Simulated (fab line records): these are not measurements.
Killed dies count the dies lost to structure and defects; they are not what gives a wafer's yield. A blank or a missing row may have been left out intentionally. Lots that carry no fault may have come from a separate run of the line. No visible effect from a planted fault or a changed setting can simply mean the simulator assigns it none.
The same fault as seen by 2 desks ; flow n5Finfet ; each desk holds nothing but its own numbers, with what lay behind them at the end

THE DEFECT DESK
Inspection counts along the route, by lot: the mean over sampled wafers that carry a number. Any lot whose mean is over 4 standard deviations away from the usual mean is out of limits and marked OUT; that distance is given in the brackets.
Columns: A = rawDefectCount at N5_PASSIVATION_INSPECT_61, usual 2.0
lot;first seen here;A
L404;day 13 09:47;2.7
L403;day 13 14:22;1.0
L410;day 14 14:37;1.3
L412;day 15 05:31;1.0
L414;day 16 01:39;1.5
L420;day 17 08:13;2.3
L421;day 18 01:00;0.7
L424;day 18 21:05;4.0
L425;day 19 11:58;0.7
L426;day 19 20:17;2.0
This desk's verdict: no lot among the 10 shows anything out of limits.

FOR THE TOOL OWNER'S DESK: rieDiel-01
The tool's own readings at N5_PASSIVATION_VIA_ETCH_13 (etches SiO2 in CHF3/O2, target depth 660 nm, time 330 s): means of the sampled wafers that have a number, for each lot that ran on this tool. Any lot whose mean is over 4 standard deviations away from the usual mean is out of limits and marked OUT; that distance is given in the brackets. It has 8 readings, of which 7 appear: the earliest out of limits, and the ones furthest out on some lot.
Columns: A = chamberPressureMTorr at N5_PASSIVATION_VIA_ETCH_13, usual 29.999 mTorr; B = drypumpMotorCurrentA at N5_PASSIVATION_VIA_ETCH_13, usual 5.9 A; C = etchRfOnTimeS at N5_PASSIVATION_VIA_ETCH_13, usual 236 s; D = oes_o_777_au at N5_PASSIVATION_VIA_ETCH_13, usual 0.82 a.u.; E = oesProductAu at N5_PASSIVATION_VIA_ETCH_13, usual 0.74 a.u.; F = rfVppV at N5_PASSIVATION_VIA_ETCH_13, usual 526 V; G = throttleValvePct at N5_PASSIVATION_VIA_ETCH_13, usual 18.87 %
lot;first seen here;A;B;C;D;E;F;G
L404;day 13 09:59;29.984;5.4;235;0.73;0.65;530;19.10
L410;day 14 14:51;29.975;5.7;254;0.81;0.70;524;18.81
L412;day 15 05:52;30.004;5.5;260 (+4.7) OUT;0.84;0.72;528;18.98
L414;day 16 01:53;30.034;5.8;262 (+5.2) OUT;0.83;0.70;523;18.76
L424;day 18 21:17;30.020;5.8;229;0.84;0.75;524;18.90
L425;day 19 12:28;29.970;5.6;239;0.77;0.69;529;18.94
L426;day 19 20:29;29.973;6.0;236;0.83;0.74;520;18.75
Finding of this desk: L412, L414 out of limits; the first was L412 at day 15 05:52, on etchRfOnTimeS at N5_PASSIVATION_VIA_ETCH_13. L404, L410, L424, L425, L426 stayed within limits.

PUT TOGETHER
The tool owner's desk had the chance to raise an alarm at day 15 05:52 on L412, L414.
No out-of-limits result turned up at the defect desk.
The defect desk has L412, L414 on record, within its limits.
On rieDiel-01, each named lot ran N5_PASSIVATION_VIA_ETCH_13.

WHAT THE SIMULATOR HAD PUT IN
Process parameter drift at N5_PASSIVATION_VIA_ETCH_13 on rieDiel-01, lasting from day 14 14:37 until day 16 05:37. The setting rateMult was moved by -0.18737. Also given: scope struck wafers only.
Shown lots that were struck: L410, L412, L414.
How many hours passed from the start of the fault until each desk's first out-of-limits reading: the tool owner's desk, 15.
